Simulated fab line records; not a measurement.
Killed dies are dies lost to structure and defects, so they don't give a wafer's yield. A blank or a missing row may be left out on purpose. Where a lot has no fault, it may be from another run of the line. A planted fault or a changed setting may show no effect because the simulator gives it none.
Matching of chambers -- flow n5 finfet -- N5_BEOL_M11_STRIP_19 on rie diel-04 has 4 sister chambers
The step strips in O2. 8 wafers are shown with their chamber, then 9 later ones without.

EACH WAFER AND ITS CHAMBER
wafer,chamber,drypump motor current A (A),showerhead plenum p Torr (Torr)
L076.4,0,5.7,2.09
L078.4,3,5.2,2.17
L080.3,0,5.6,2.08
L080.4,3,5.2,2.17
L084.5,1,4.9,2.20
L087.3,1,4.9,2.20
L087.4,2,5.3,2.04
L087.6,2,5.3,2.04

WAFERS WITHOUT THEIR CHAMBER
wafer,drypump motor current A (A),showerhead plenum p Torr (Torr)
L091.1,5.7,2.08
L091.2,4.9,2.20
L091.3,5.3,2.03
L090.1,5.2,2.16
L090.3,5.3,2.03
L090.6,5.3,2.03
L093.1,4.9,2.20
L093.2,5.6,2.08
L093.4,5.3,2.03

CHAMBER TAKEN BY EACH
wafer,from the rows above,in truth
L091.1,0,0
L091.2,1,1
L091.3,2,2
L090.1,3,3
L090.3,2,2
L090.6,2,2
L093.1,1,1
L093.2,0,0
L093.4,2,2
Correctly placed: 9 of 9. From these rows, 0 cannot be placed. Number placed wrongly: 0.
How it was worked out, from the rows above alone: a wafer's distance from a chamber is the root of the sum, over the readings, of the square of ((its reading less the chamber's mean) divided by the reading's scatter). If the next closest chamber is less than 2 further off than the closest, the wafer can't be placed; otherwise it belongs to the closest. The mean given for a chamber averages the wafers shown for that chamber. How the scatter is found: for the shown wafers, subtract from each reading the mean of its chamber, square and add these, divide the total by (wafers less chambers), then take the root.
